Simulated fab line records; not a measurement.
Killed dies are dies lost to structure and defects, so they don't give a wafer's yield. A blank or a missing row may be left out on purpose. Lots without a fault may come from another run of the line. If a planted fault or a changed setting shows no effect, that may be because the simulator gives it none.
2 desks looking at one fault :: flow n5 finfet :: every desk sees just its own numbers, and what lay behind them comes last

== TOOL OWNER'S DESK, pecvd-03 ==
The tool's own readings at N5_GATE_CUT_HM_DEP_46 (deposits SiO2 from TEOS/O2, target thk 130 nm, time 26.6 s): means of the sampled wafers that have a number, for each lot that ran on this tool. Marked OUT: a lot whose mean sits more than 4 standard deviations from the usual mean, which makes it out of limits; the brackets give that distance.
Columns: A = heater power w at N5_GATE_CUT_HM_DEP_46, usual 518 W; B = showerhead plenum p Torr at N5_GATE_CUT_HM_DEP_46, usual 8.34 Torr; C = susceptor temp C at N5_GATE_CUT_HM_DEP_46, usual 399.94 C; D = throttle valve pct at N5_GATE_CUT_HM_DEP_46, usual 18.2 %
lot: L717
first seen here: day 5 04:44
A: 524
B: 8.32
C: 400.05
D: 18.0

lot: L721
first seen here: day 6 05:40
A: 505
B: 8.34
C: 400.08
D: 18.9

lot: L726
first seen here: day 7 10:25
A: 562
B: 8.32
C: 400.12
D: 18.4

lot: L729
first seen here: day 8 03:26
A: 512
B: 8.32
C: 399.77
D: 17.8

lot: L730
first seen here: day 8 11:47
A: 524
B: 8.30
C: 400.21
D: 18.2
Finding of this desk: none of the 5 lots has anything out of limits.

== AT THE METROLOGY DESK ==
Means of the sampled wafers that have a number, per lot and without regard to the tool the lot ran on: this is what the gauges read. Marked OUT: a lot whose mean sits more than 4 standard deviations from the usual mean, which makes it out of limits; the brackets give that distance. Readings shown: 7 out of 11 (the first out of limits, and those lying furthest out on some lot).
Columns: A = GC_FILL_THK at N5_GATE_CUT_THK_MEAS_24, usual 219.8 nm; B = DIBL_N at N5_BEOL_M4_RC_MEAS_101, usual 36.1 mV/V; C = DIBL_P at N5_BEOL_M4_RC_MEAS_101, usual 35.7 mV/V; D = ION_N at N5_BEOL_M4_RC_MEAS_101, usual 673 uA/um; E = ION_P at N5_BEOL_M4_RC_MEAS_101, usual 462 uA/um; F = SS_N at N5_BEOL_M4_RC_MEAS_101, usual 71.4 mV/dec; G = SS_P at N5_BEOL_M4_RC_MEAS_101, usual 73.2 mV/dec
lot: L717
first seen here: day 5 07:56
A: 217.6
B: 35.3
C: 32.8
D: 682
E: 476
F: 71.3
G: 72.7

lot: L721
first seen here: day 6 08:53
A: 220.1
B: 37.3
C: 35.2
D: 674
E: 460
F: 71.6
G: 72.9

lot: L726
first seen here: day 7 13:59
A: 173.2 (-20) OUT
B: 37.7
C: 35.9
D: 668
E: 458
F: 71.5
G: 73.5

lot: L729
first seen here: day 8 06:53
A: 173.5 (-20) OUT
B: 38.9
C: 37.8
D: 684
E: 460
F: 72.2
G: 74.2

lot: L730
first seen here: day 8 15:59
A: 175.4 (-19) OUT
B: 36.3
C: 37.2
D: 688
E: 468
F: 71.5
G: 73.3

lot: L732
first seen here: day 9 01:53
A: 219.1
B: 37.8
C: 37.5
D: 680
E: 464
F: 71.4
G: 73.6

lot: L733
first seen here: day 9 13:31
A: 220.2
B: 36.3
C: 33.5
D: 660
E: 452
F: 71.3
G: 72.9

lot: L734
first seen here: day 9 20:34
A: 222.0
B: 35.7
C: 36.4
D: 677
E: 462
F: 71.2
G: 73.6
Per this desk, out of limits: L726, L729, L730; the first was L726, day 7 13:59 (GC_FILL_THK at N5_GATE_CUT_THK_MEAS_24). In limits: L717, L721, L732, L733, L734.

== TAKEN TOGETHER ==
L726, L729, L730 would have let the metrology desk raise an alarm at day 7 13:59.
The tool owner's desk saw nothing out of limits.
The tool owner's desk has L726, L729, L730 on record, within its limits.
N5_GATE_CUT_HM_DEP_46 was run on pecvd-03 by each of the lots named.

== WHAT THE SIMULATOR PUT IN ==
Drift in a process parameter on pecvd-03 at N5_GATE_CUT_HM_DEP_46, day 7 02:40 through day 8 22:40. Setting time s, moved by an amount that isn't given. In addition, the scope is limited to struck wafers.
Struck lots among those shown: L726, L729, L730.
Delay in hours, fault start to first out-of-limits reading, per desk: metrology desk 11.
